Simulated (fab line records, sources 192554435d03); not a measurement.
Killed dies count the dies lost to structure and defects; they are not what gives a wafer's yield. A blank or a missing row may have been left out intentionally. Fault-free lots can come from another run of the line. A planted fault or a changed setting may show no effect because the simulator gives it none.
Matching of chambers | flow n5-finfet | N5_BEOL_M6_ETCH_61 on rie-diel-04: 3 sister chambers
The step etches SiARC in CF4, target depth 45.5 nm, time 75.8 s. 6 wafers are shown with their chamber, then 6 later ones without.

== WAFERS, EACH WITH ITS CHAMBER ==
wafer  | chamber | throttle-valve-pct (%) | showerhead-plenum-p-Torr (Torr)
L084.5 | 3       | 15.33                  | 2.10
L085.4 | 2       | 15.95                  | 2.12
L086.2 | 3       | 15.34                  | 2.10
L086.4 | 1       | 15.92                  | 2.22
L086.6 | 2       | 15.97                  | 2.12
L092.1 | 1       | 15.92                  | 2.21

== WAFERS WITHOUT THEIR CHAMBER ==
wafer  | throttle-valve-pct (%) | showerhead-plenum-p-Torr (Torr)
L092.4 | 15.34                  | 2.10
L092.5 | 15.94                  | 2.21
L093.2 | 15.94                  | 2.21
L093.5 | 15.95                  | 2.21
L096.1 | 15.95                  | 2.21
L096.6 | 15.39                  | 2.09

== CHAMBER TAKEN BY EACH ==
wafer  | from the rows above | in truth
L092.4 | 3                   | 3
L092.5 | 1                   | 1
L093.2 | 1                   | 1
L093.5 | 1                   | 1
L096.1 | 1                   | 1
L096.6 | 3                   | 3
Correct placement for 6 of the 6. From these rows, 0 cannot be placed. 0 placed wrongly.
How it was worked out, from the rows above alone: a wafer's distance from a chamber is the root of the sum, over the readings, of the square of ((its reading less the chamber's mean) divided by the reading's scatter). The wafer belongs to the nearest chamber; if the next one is less than 2 further off, it can't be placed. The mean given for a chamber averages the wafers shown for that chamber. The scatter is the square root of a quotient: the sum, over the shown wafers, of each reading's squared deviation from its chamber's mean, divided by wafers minus chambers.
